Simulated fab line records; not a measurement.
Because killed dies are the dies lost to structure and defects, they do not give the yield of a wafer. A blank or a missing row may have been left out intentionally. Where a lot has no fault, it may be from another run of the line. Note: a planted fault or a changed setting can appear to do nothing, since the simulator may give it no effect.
Matching of chambers / flow nand_harc / NHARC_A_BLC_STRIP_21 on rie_diel-01 has 4 sister chambers
The step strips in O2. 20 wafers are shown with their chamber, then 10 later ones without.

## WAFERS PAIRED WITH THEIR CHAMBERS
wafer=L074.1; chamber=2; oes_product_au (a.u.)=1.015; throttle_valve_pct (%)=17.042; rf_vpp_V (V)=59.9
wafer=L074.2; chamber=0; oes_product_au (a.u.)=0.998; throttle_valve_pct (%)=17.047; rf_vpp_V (V)=57.2
wafer=L074.5; chamber=0; oes_product_au (a.u.)=1.000; throttle_valve_pct (%)=17.033; rf_vpp_V (V)=58.7
wafer=L074.3; chamber=3; oes_product_au (a.u.)=0.982; throttle_valve_pct (%)=17.031; rf_vpp_V (V)=58.1
wafer=L074.4; chamber=1; oes_product_au (a.u.)=1.004; throttle_valve_pct (%)=17.038; rf_vpp_V (V)=57.0
wafer=L074.6; chamber=1; oes_product_au (a.u.)=0.994; throttle_valve_pct (%)=17.021; rf_vpp_V (V)=57.2
wafer=L075.1; chamber=0; oes_product_au (a.u.)=0.990; throttle_valve_pct (%)=17.039; rf_vpp_V (V)=57.0
wafer=L075.2; chamber=3; oes_product_au (a.u.)=0.992; throttle_valve_pct (%)=17.034; rf_vpp_V (V)=57.4
wafer=L075.4; chamber=1; oes_product_au (a.u.)=1.007; throttle_valve_pct (%)=17.030; rf_vpp_V (V)=57.0
wafer=L077.1; chamber=2; oes_product_au (a.u.)=1.022; throttle_valve_pct (%)=17.037; rf_vpp_V (V)=58.2
wafer=L077.3; chamber=0; oes_product_au (a.u.)=1.002; throttle_valve_pct (%)=17.055; rf_vpp_V (V)=57.3
wafer=L077.6; chamber=0; oes_product_au (a.u.)=1.002; throttle_valve_pct (%)=17.053; rf_vpp_V (V)=59.5
wafer=L082.2; chamber=2; oes_product_au (a.u.)=1.006; throttle_valve_pct (%)=17.040; rf_vpp_V (V)=59.3
wafer=L082.3; chamber=3; oes_product_au (a.u.)=1.007; throttle_valve_pct (%)=17.049; rf_vpp_V (V)=57.2
wafer=L082.5; chamber=3; oes_product_au (a.u.)=0.991; throttle_valve_pct (%)=17.039; rf_vpp_V (V)=58.7
wafer=L083.2; chamber=1; oes_product_au (a.u.)=1.007; throttle_valve_pct (%)=17.029; rf_vpp_V (V)=57.6
wafer=L083.3; chamber=3; oes_product_au (a.u.)=0.990; throttle_valve_pct (%)=17.044; rf_vpp_V (V)=57.5
wafer=L083.5; chamber=0; oes_product_au (a.u.)=0.998; throttle_valve_pct (%)=17.028; rf_vpp_V (V)=57.2
wafer=L085.2; chamber=2; oes_product_au (a.u.)=1.010; throttle_valve_pct (%)=17.040; rf_vpp_V (V)=57.3
wafer=L085.3; chamber=0; oes_product_au (a.u.)=1.001; throttle_valve_pct (%)=17.042; rf_vpp_V (V)=57.8

SIGNATURES (averages over the wafers above)
reading=oes_product_au; chamber 0=0.99871; chamber 1=1.00300; chamber 2=1.01325; chamber 3=0.99240; scatter within a chamber=0.00657
reading=throttle_valve_pct; chamber 0=17.04243; chamber 1=17.02950; chamber 2=17.03975; chamber 3=17.03940; scatter within a chamber=0.00779
reading=rf_vpp_V; chamber 0=57.814; chamber 1=57.200; chamber 2=58.675; chamber 3=57.780; scatter within a chamber=0.832
Rule: for each reading, subtract the chamber's mean from the wafer's reading, divide by that reading's scatter and square the result; add these up over the readings and take the root, which gives the wafer's distance from the chamber. The wafer belongs to the nearest chamber; if the next one is less than 2 further off, it can't be placed. How the scatter is found: for the shown wafers, subtract from each reading the mean of its chamber, square and add these, divide the total by (wafers less chambers), then take the root.

## WAFERS MISSING THEIR CHAMBER
wafer=L085.6; oes_product_au (a.u.)=0.996; throttle_valve_pct (%)=17.037; rf_vpp_V (V)=59.3
wafer=L087.1; oes_product_au (a.u.)=0.995; throttle_valve_pct (%)=17.028; rf_vpp_V (V)=58.1
wafer=L087.3; oes_product_au (a.u.)=1.002; throttle_valve_pct (%)=17.030; rf_vpp_V (V)=57.0
wafer=L087.5; oes_product_au (a.u.)=1.006; throttle_valve_pct (%)=17.014; rf_vpp_V (V)=59.4
wafer=L096.3; oes_product_au (a.u.)=1.005; throttle_valve_pct (%)=17.046; rf_vpp_V (V)=56.2
wafer=L096.5; oes_product_au (a.u.)=1.010; throttle_valve_pct (%)=17.043; rf_vpp_V (V)=57.2
wafer=L096.6; oes_product_au (a.u.)=0.981; throttle_valve_pct (%)=17.051; rf_vpp_V (V)=58.4
wafer=L097.1; oes_product_au (a.u.)=1.010; throttle_valve_pct (%)=17.021; rf_vpp_V (V)=57.5
wafer=L097.5; oes_product_au (a.u.)=1.008; throttle_valve_pct (%)=17.037; rf_vpp_V (V)=57.1
wafer=L097.6; oes_product_au (a.u.)=1.003; throttle_valve_pct (%)=17.059; rf_vpp_V (V)=58.3

## WHICH CHAMBER EACH WENT THROUGH
wafer=L085.6; from the rows above=can't be placed: 3 or 0 or 2 or 1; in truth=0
wafer=L087.1; from the rows above=can't be placed: 3 or 1 or 0 or 2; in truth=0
wafer=L087.3; from the rows above=can't be placed: 1 or 0 or 3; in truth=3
wafer=L087.5; from the rows above=can't be placed: 1 or 2 or 0 or 3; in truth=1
wafer=L096.3; from the rows above=can't be placed: 0 or 1 or 3 or 2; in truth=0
wafer=L096.5; from the rows above=can't be placed: 0 or 2 or 1 or 3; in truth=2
wafer=L096.6; from the rows above=can't be placed: 3 or 0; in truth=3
wafer=L097.1; from the rows above=can't be placed: 1 or 2 or 0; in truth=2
wafer=L097.5; from the rows above=can't be placed: 1 or 0 or 2 or 3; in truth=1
wafer=L097.6; from the rows above=can't be placed: 0 or 2 or 3 or 1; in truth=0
Correct placement for 0 of the 10. Unplaceable from these rows: 10, with the true chamber sitting among the candidates in 10. 0 placed wrongly.
